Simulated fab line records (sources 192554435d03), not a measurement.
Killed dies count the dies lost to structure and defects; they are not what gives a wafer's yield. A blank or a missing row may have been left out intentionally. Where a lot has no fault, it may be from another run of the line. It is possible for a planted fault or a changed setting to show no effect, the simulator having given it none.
Which of the tools did it?	flow n5 finfet	26 wafers from 9 lots sampled at 5 of the route's 1938 steps

== WHAT THE GAUGES READ, wafer by wafer ==
N5_BEOL_M4_RC_MEAS_101. Usual: DIBL_N 36.3 mV/V, standard deviation 1.7; DIBL_P 36.5 mV/V, standard deviation 2.1; IOFF_N 0.16 nA/um, standard deviation 0.03; IOFF_P 0.22 nA/um, standard deviation 0.035; ION_N 675 uA/um, standard deviation 11; ION_P 465 uA/um, standard deviation 7.1; SS_N 71.5 mV/dec, standard deviation 0.62; SS_P 73.3 mV/dec, standard deviation 0.64; VT_N 250 mV, standard deviation 3.1; VT_P -249.1 mV, standard deviation 3.
lot	measured	on	DIBL_N (mV/V)	DIBL_P (mV/V)	IOFF_N (nA/um)	IOFF_P (nA/um)	ION_N (uA/um)	ION_P (uA/um)	SS_N (mV/dec)	SS_P (mV/dec)	VT_N (mV)	VT_P (mV)	flag
L657	day 8 02:34	prober-01	37.8 37.7 35.5	38.9 38.4 36.7	0.19 0.19 0.15	0.26 0.27 0.23	682 686 675	470 473 469	72.1 72.0 71.0	73.8 73.4 72.5	246 248 252	-245.8 -246.1 -248.8	
L661	day 8 22:09	prober-01	39.5 37.1 38.1	41.8 38.5 40.9	0.24 0.20 0.21	0.32 0.26 0.29	675 680 696	469 472 476	72.6 72.6 72.8	74.9 73.7 74.0	248 246 245	-246.1 -246.7 -245.6	
L663	day 9 08:32	prober-02	34.7	34.7	0.13	0.20	672	466	69.8	72.4	253	-250.2	
L664	day 9 10:31	prober-02	37.0	34.8	0.15	0.20	662	460	71.9	72.6	251	-250.5	
L671	day 13 09:56	prober-01	33.6 38.5 33.4	33.2 38.7 33.4	0.13 0.22 0.12	0.18 0.27 0.18	654 687 657	452 469 458	71.5 72.2 71.7	73.0 73.7 73.0	251 245 253	-250.5 -247.3 -251.6	
L673	day 14 13:00	prober-02	32.9 33.7 33.4	34.5 35.4 34.9	0.14 0.14 0.14	0.19 0.20 0.19	678 661 660	462 459 459	71.1 71.2 70.5	73.4 72.9 73.0	249 249 252	-251.0 -253.3 -251.4	
L675	day 14 18:15	prober-02	37.5 37.8 39.2	38.0 36.8 38.9	0.18 0.17 0.20	0.28 0.24 0.26	662 678 672	460 466 456	71.3 72.0 72.5	73.8 73.4 73.3	248 251 247	-245.2 -246.1 -245.9	
L678	day 14 15:30	prober-01	36.0 37.3	35.6 36.9	0.14 0.16	0.19 0.21	664 685	456 462	71.3 71.8	72.3 73.2	251 250	-252.3 -249.8	
L679	day 14 00:14	prober-02	36.3 38.9 38.1	37.6 40.8 39.7	0.16 0.22 0.20	0.22 0.28 0.26	682 684 709	468 473 484	71.6 72.1 71.6	73.7 74.7 74.1	251 246 245	-250.8 -246.8 -246.6	

== EACH LOT AND THE TOOL THAT RAN IT (in order: tool; ch and the chambers of the sampled wafers; start) ==
lot	N5_MOL_CONTACT_COAG_ETCH_110	N5_MOL_CONTACT_COAG_CO_FILL_22	N5_MOL_CONTACT_COAG_ALD_27	N5_MOL_CONTACT_COAG_ALD_123
L657	rie diel-05 ch 0,2, day 4 16:09	cvd co-02 ch 0,1, day 4 18:47	ald sin-03 ch 0,2,3, day 4 22:58	ald sin-01 ch 0,2,3, day 5 01:31
L661	rie diel-05 ch 0,1,2, day 5 17:17	cvd co-01 ch 0,2, day 5 20:01	ald sin-02 ch 0,2,3, day 6 02:08	ald sin-01 ch 1,2,3, day 6 04:02
L663	rie diel-06 ch 0,2,3, day 6 03:53	cvd co-02 ch 0,1,2, day 6 09:35	ald sin-02 ch 0,1,2, day 6 12:41	ald sin-01 ch 0,1,2, day 6 14:36
L664	rie diel-06 ch 0,1, day 6 10:07	cvd co-01 ch 0,2, day 6 13:07	ald sin-01 ch 1,2, day 6 17:38	ald sin-01 ch 0,1,3, day 6 19:32
L671	rie diel-06 ch 0,2,3, day 8 03:28	cvd co-01 ch 0,1, day 8 05:07	ald sin-01 ch 0,1,2, day 8 10:06	ald sin-02 ch 0,1,3, day 8 13:04
L673	rie diel-05 ch 0,2,3, day 8 14:59	cvd co-01 ch 0,2, day 8 17:14	ald sin-03 ch 0,1,2, day 8 22:25	ald sin-02 ch 1,2,3, day 9 00:19
L675	rie diel-01 ch 0,2,3, day 9 05:29	cvd co-01 ch 0,1,2, day 9 09:04	ald sin-01 ch 0,2, day 9 13:04	ald sin-01 ch 0,1, day 9 14:58
L678	rie diel-05 ch 0,2, day 10 02:04	cvd co-01 ch 2, day 10 03:44	ald sin-02 ch 0,3, day 10 06:51	ald sin-01 ch 2, day 10 08:53
L679	rie diel-06 ch 1,2, day 10 06:53	cvd co-01 ch 0,1,2, day 10 08:29	ald sin-01 ch 0,1,3, day 10 11:22	ald sin-02 ch 2,3, day 10 13:16
- N5_MOL_CONTACT_COAG_ETCH_110: etches Si in CF4/O2, target depth 2.5 nm, time 8 s.
- N5_MOL_CONTACT_COAG_CO_FILL_22: material Co, precursor CCTBA/H2, target thk 20 nm.
- N5_MOL_CONTACT_COAG_ALD_27: deposits SiOC, target thk 17 nm, pulse time 1.5 s, time 2720 s.
- N5_MOL_CONTACT_COAG_ALD_123: deposits SiNx, target thk 5 nm, pulse time 1 s, purge time 2 s.

== AS READ BY THE TOOLS THEMSELVES (means over the sampled wafers that have a number; for cases with no such wafer, the mark the record gives instead) ==
N5_MOL_CONTACT_COAG_ETCH_110. Usual: bias w is 12.01 W with standard deviation 0.036, drypump motor current A is 5.6 A with standard deviation 0.49, oes_f_703_au is 0.79 a.u. with standard deviation 0.08, oes product au is 0.80 a.u. with standard deviation 0.091, rf vpp V is 127.7 V with standard deviation 2.7, showerhead plenum p Torr is 2.21 Torr with standard deviation 0.055, and throttle valve pct is 10.7 % with standard deviation 0.3.
lot	tool	bias w (W)	drypump motor current A (A)	oes_f_703_au (a.u.)	oes product au (a.u.)	rf vpp V (V)	showerhead plenum p Torr (Torr)	throttle valve pct (%)	flag
L657	rie diel-05	12.00	5.8	0.73	0.72	125.7	2.23	10.9	
L661	rie diel-05	11.98	5.9	0.72	0.70	127.0	2.20	10.9	
L663	rie diel-06	12.04	5.2	0.78	0.80	128.6	2.24	10.7	
L664	rie diel-06	11.96	5.4	0.78	0.81	127.8	2.22	10.5	
L671	rie diel-06	12.04	5.2	0.76	0.78	127.5	2.23	10.8	
L673	rie diel-05	12.00	6.1	0.85	0.86	128.0	2.22	10.5	
L675	rie diel-01	12.03	5.7	0.85	0.84	126.8	2.23	10.6	
L678	rie diel-05	12.00	5.9	0.82	0.82	126.5	2.23	10.7	
L679	rie diel-06	11.99	5.1	0.72	0.74	126.4	2.15	10.9	

N5_MOL_CONTACT_COAG_CO_FILL_22. Usual: chamber pressure Torr 29.99 Torr, standard deviation 0.061; heater power w 239 W, standard deviation 23; susceptor temp C 200.00 C, standard deviation 0.15.
lot	tool	chamber pressure Torr (Torr)	heater power w (W)	susceptor temp C (C)	flag
L657	cvd co-02	30.04	255	200.12	
L661	cvd co-01	29.96	229	200.11	
L663	cvd co-02	30.04	238	200.02	
L664	cvd co-01	30.01	248	200.17	
L671	cvd co-01	29.97	225	199.99	
L673	cvd co-01	29.99	232	200.09	
L675	cvd co-01	30.01	243	199.97	
L678	cvd co-01	30.08	264	199.88	
L679	cvd co-01	29.98	237	199.96	

N5_MOL_CONTACT_COAG_ALD_27. Usual: chamber pressure Torr 2.000 Torr, standard deviation 0.0035; heater power w 819 W, standard deviation 89; precursor pulse height rel 1.002, standard deviation 0.022; susceptor temp C 400.01 C, standard deviation 0.22.
lot	tool	chamber pressure Torr (Torr)	heater power w (W)	precursor pulse height rel	susceptor temp C (C)	flag
L657	ald sin-03	2.000	852	0.993	400.07	
L661	ald sin-02	2.001	746	0.999	399.92	
L663	ald sin-02	1.999	802	0.996	399.75	
L664	ald sin-01	1.998	728	1.020	399.83	
L671	ald sin-01	2.001	740	0.989	399.93	
L673	ald sin-03	2.001	838	1.011	399.89	
L675	ald sin-01	1.999	755	1.011	399.91	
L678	ald sin-02	2.002	791	1.027	399.81	
L679	ald sin-01	1.998	844	1.002	400.07	

N5_MOL_CONTACT_COAG_ALD_123. Usual: chamber pressure Torr 1.999 Torr, standard deviation 0.0044; heater power w 812 W, standard deviation 99; precursor pulse height rel 1.001, standard deviation 0.019; susceptor temp C 400.03 C, standard deviation 0.23.
lot	tool	chamber pressure Torr (Torr)	heater power w (W)	precursor pulse height rel	susceptor temp C (C)	flag
L657	ald sin-01	2.002	847	0.994	399.92	
L661	ald sin-01	2.002	813	1.013	399.96	
L663	ald sin-01	2.000	748	1.019	399.97	
L664	ald sin-01	2.001	832	1.003	400.09	
L671	ald sin-02	1.999	844	1.013	399.98	
L673	ald sin-02	1.998	795	1.006	399.82	
L675	ald sin-01	1.995	760	0.997	400.05	
L678	ald sin-01	1.994	734	0.990	400.23	
L679	ald sin-02	2.002	760	0.997	399.86	

== THE ANSWER, worked out from the rows above alone ==
Rule: a lot counts as off when the mean over its wafers that have a number is more than 3 standard deviations away from the usual mean. A lot without any number at a reading at which 4 lots or more have one is off too. Where the step has rows for the other lots, those lots are counted as sound. After the gauges, taken in route order, come the tools' own readings; for these a lot's mean is taken, as printed above. At the first step where some lot is off, the reading lying furthest off is the one used; lots without a number count as furthest.
No lot is off at any reading shown: from this, nothing can be told.

== WHAT HAD BEEN PUT IN BY THE SIMULATOR ==
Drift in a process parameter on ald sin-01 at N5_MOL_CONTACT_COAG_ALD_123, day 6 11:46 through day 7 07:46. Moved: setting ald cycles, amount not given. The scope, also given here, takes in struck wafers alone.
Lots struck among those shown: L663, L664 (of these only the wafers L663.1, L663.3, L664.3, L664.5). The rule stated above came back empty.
